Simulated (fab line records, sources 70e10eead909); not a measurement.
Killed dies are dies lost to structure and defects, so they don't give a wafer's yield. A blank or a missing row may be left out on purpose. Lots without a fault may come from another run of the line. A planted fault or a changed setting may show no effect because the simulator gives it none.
Which tool did it? | flow nand_harc | 11 lots, 33 wafers sampled, at 4 steps of a route of 1159

WHAT THE GAUGES READ, wafer by wafer
NHARC_A_BONDPAD_CD_MEAS_13.
lot  | measured     | on        | cd_nm (nm)
L562 | day 18 03:55 | cd_sem-01 | 499 502 498
L560 | day 18 05:03 | cd_sem-02 | 501 504 502
L561 | day 18 10:37 | cd_sem-02 | 496 496 496
L565 | day 18 10:46 | cd_sem-02 | 501 498 501
L570 | day 20 22:35 | cd_sem-02 | 498 501 497
L572 | day 21 01:33 | cd_sem-01 | 496 493 493
L571 | day 21 04:30 | cd_sem-02 | 493 497 501
L574 | day 21 06:19 | cd_sem-01 | 497 501 502
L578 | day 22 02:34 | cd_sem-01 | 498 492 499
L579 | day 22 02:53 | cd_sem-03 | 500 503 500
L581 | day 22 16:37 | cd_sem-01 | 500 503 501

NHARC_THIN_TSV_CD_MEAS_12: target cd 1000 nm.
lot  | measured     | on        | cd_nm (nm)
L562 | day 18 17:32 | cd_sem-03 | 1002.7 1002.3 1002.6
L560 | day 18 18:59 | cd_sem-02 | 999.5 1000.9 1002.8
L561 | day 19 01:30 | cd_sem-02 | 1000.5 1001.6 1003.3
L565 | day 19 02:35 | cd_sem-03 | 999.9 1001.4 1000.0
L570 | day 21 17:37 | cd_sem-01 | 1008.4 1009.7 1008.9
L572 | day 21 16:25 | cd_sem-03 | 1003.8 999.9 1001.9
L571 | day 21 23:23 | cd_sem-02 | 1001.3 1000.1 996.0
L574 | day 22 00:29 | cd_sem-03 | 996.5 996.2 997.3
L578 | day 22 21:01 | cd_sem-01 | 1001.6 1001.9 1000.2
L579 | day 22 23:24 | cd_sem-03 | 1005.7 999.9 1003.8
L581 | day 23 07:56 | cd_sem-02 | 1001.6 1002.0 1003.5

WHICH TOOL RAN EACH LOT (tool, then ch and the chambers of the sampled wafers, then the start)
lot  | NHARC_A_BONDPAD_ETCH_34            | NHARC_THIN_TSV_EXPOSE_09
L562 | rie_diel-10 ch 0,1,2, day 18 03:42 | krf_scanner-01 ch 0, day 18 17:23
L560 | rie_diel-10 ch 0,1,2, day 18 04:49 | krf_scanner-01 ch 0, day 18 18:50
L561 | rie_diel-07 ch 1,2,3, day 18 10:23 | krf_scanner-02 ch 0, day 19 01:20
L565 | rie_diel-10 ch 0,2,3, day 18 10:33 | krf_scanner-02 ch 0, day 19 02:26
L570 | rie_diel-05 ch 1,2, day 20 22:21   | krf_scanner-02 ch 0, day 21 17:28
L572 | rie_diel-05 ch 2,3, day 21 01:19   | krf_scanner-01 ch 0, day 21 16:16
L571 | rie_diel-10 ch 0,2,3, day 21 04:14 | krf_scanner-01 ch 0, day 21 23:14
L574 | rie_diel-10 ch 0,2,3, day 21 06:04 | krf_scanner-01 ch 0, day 22 00:20
L578 | rie_diel-07 ch 0,1,3, day 22 02:19 | krf_scanner-01 ch 0, day 22 20:51
L579 | rie_diel-10 ch 0,2,3, day 22 02:38 | krf_scanner-04 ch 0, day 22 23:14
L581 | rie_diel-10 ch 2,3, day 22 16:23   | krf_scanner-01 ch 0, day 23 07:47
- NHARC_A_BONDPAD_ETCH_34: etches the open film in N2/H2, target depth 60 nm, overetch 18 nm, time 65.91 s.
- NHARC_THIN_TSV_EXPOSE_09: exposes mask TSV.

WHAT THE TOOLS THEMSELVES READ (means of the sampled wafers that have a number; where no wafer has one, the mark that the record gives instead)
NHARC_A_BONDPAD_ETCH_34.
lot  | tool        | drypump_motor_current_A (A) | oes_product_au (a.u.) | rf_vpp_V (V) | showerhead_plenum_p_Torr (Torr) | throttle_valve_pct (%)
L562 | rie_diel-10 | 5.5                         | 1.000                 | 429.6        | 1.97                            | 14.167
L560 | rie_diel-10 | 5.5                         | 1.001                 | 428.5        | 1.97                            | 14.170
L561 | rie_diel-07 | 5.9                         | 1.007                 | 430.1        | 2.04                            | 14.170
L565 | rie_diel-10 | 5.6                         | 0.993                 | 430.2        | 2.03                            | 14.175
L570 | rie_diel-05 | 5.6                         | 0.993                 | 430.1        | 2.03                            | 14.178
L572 | rie_diel-05 | 6.1                         | 1.011                 | 427.9        | 1.95                            | 14.168
L571 | rie_diel-10 | 5.6                         | 0.997                 | 430.5        | 2.03                            | 14.172
L574 | rie_diel-10 | 5.6                         | 0.995                 | 430.7        | 2.03                            | 14.176
L578 | rie_diel-07 | 6.1                         | 0.995                 | 430.2        | 2.02                            | 14.174
L579 | rie_diel-10 | 5.6                         | 0.999                 | 431.4        | 2.03                            | 14.168
L581 | rie_diel-10 | 5.5                         | 0.995                 | 428.8        | 1.98                            | 14.162

NHARC_THIN_TSV_EXPOSE_09.
lot  | tool           | exposure_dose_mJ_cm2
L562 | krf_scanner-01 | 30.764
L560 | krf_scanner-01 | 30.672
L561 | krf_scanner-02 | 30.730
L565 | krf_scanner-02 | 30.689
L570 | krf_scanner-02 | 40.097
L572 | krf_scanner-01 | 30.700
L571 | krf_scanner-01 | 30.693
L574 | krf_scanner-01 | 30.704
L578 | krf_scanner-01 | 30.719
L579 | krf_scanner-04 | 30.705
L581 | krf_scanner-01 | 30.705

THE ANSWER, worked out from the rows above alone
Rule: what is usual is taken from the lots themselves. Put in order of their means at a reading, lots are off if they are a third of the lots or fewer, leave a main group of 4 or more, and stand apart from it by a gap of 3 or more times the standard deviation of the main group's means; of several such gaps the widest counts. A main group whose means are all the same, to the digits that the tables above print for the reading, isn't used. A lot without any number at a reading at which 4 lots or more have one is off too. The other lots that the step has rows for count as sound. The gauges are gone through in route order, then the tools' own readings, and for those a lot's mean is taken as printed above. The first step at which some lot is off is used, and at that step the reading that is off furthest; a lot without a number counts as furthest.
Off: L570, at NHARC_THIN_TSV_CD_MEAS_12 (cd_nm). The main group: mean 1001.0 nm, standard deviation 1.8.
A tool fits if, at a process step before that reading, it ran every lot that is off, and no sound lot after the first of them. The gauges at NHARC_THIN_TSV_CD_MEAS_12 aren't tried: what is off there is off at NHARC_THIN_TSV_EXPOSE_09 too, on other tools, and a gauge's error can't cause that. One fits: krf_scanner-02 at NHARC_THIN_TSV_EXPOSE_09. Its last sound lot is L565 (day 19 02:26), its first lot that is off L570 (day 21 17:28): a fault that began between those two fits.
The tool's own readings at NHARC_THIN_TSV_EXPOSE_09 bear it out: on the lots that are off they differ by more than 5 times the standard deviation of the sound lots' means. exposure_dose_mJ_cm2 reads 40.097 there against 30.708 on the sound lots.

WHAT THE SIMULATOR HAD PUT IN
Process parameter drift: krf_scanner-02, from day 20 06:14 on, at NHARC_THIN_TSV_EXPOSE_09. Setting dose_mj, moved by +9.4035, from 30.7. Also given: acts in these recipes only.
Lots struck among those shown: L570. The rule above found the same.
